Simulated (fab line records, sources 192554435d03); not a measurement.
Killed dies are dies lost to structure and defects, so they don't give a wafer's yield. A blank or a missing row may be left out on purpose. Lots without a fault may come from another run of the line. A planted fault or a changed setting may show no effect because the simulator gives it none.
Chamber matching | flow n5_finfet | N5_BEOL_M2_ETCHBACK_99 on rie_diel-01: 4 sister chambers
The step etches SiO2 in CHF3, target depth 5 nm, time 10.4 s. 8 wafers are shown with their chamber, then 7 later ones without.

WAFERS WITH THEIR CHAMBER
wafer  | chamber | showerhead_plenum_p_Torr (Torr) | drypump_motor_current_A (A)
L075.3 | 1       | 2.25                            | 5.1
L080.2 | 3       | 2.09                            | 5.7
L080.5 | 2       | 2.05                            | 5.2
L083.2 | 2       | 2.05                            | 5.2
L083.3 | 3       | 2.09                            | 5.6
L083.4 | 0       | 2.15                            | 5.5
L084.2 | 0       | 2.15                            | 5.5
L084.4 | 1       | 2.24                            | 5.1

WAFERS WITHOUT THEIR CHAMBER
wafer  | showerhead_plenum_p_Torr (Torr) | drypump_motor_current_A (A)
L084.5 | 2.15                            | 5.5
L085.1 | 2.09                            | 5.6
L085.2 | 2.24                            | 5.0
L085.3 | 2.05                            | 5.2
L089.2 | 2.15                            | 5.5
L089.4 | 2.15                            | 5.5
L089.6 | 2.24                            | 5.1

WHICH CHAMBER EACH WENT THROUGH
wafer  | from the rows above | in truth
L084.5 | 0                   | 0
L085.1 | 3                   | 3
L085.2 | 1                   | 1
L085.3 | 2                   | 2
L089.2 | 0                   | 0
L089.4 | 0                   | 0
L089.6 | 1                   | 1
Placed correctly: 7 of 7. Can't be placed from these rows: 0. Placed wrongly: 0.
How it was worked out, from the rows above alone: a wafer's distance from a chamber is the root of the sum, over the readings, of the square of ((its reading less the chamber's mean) divided by the reading's scatter). The wafer belongs to the nearest chamber; if the next one is less than 2 further off, it can't be placed. A chamber's mean is the mean of its shown wafers. The scatter: the root of (the sum of the squares of (reading less its chamber's mean) over the shown wafers, divided by (wafers less chambers)).
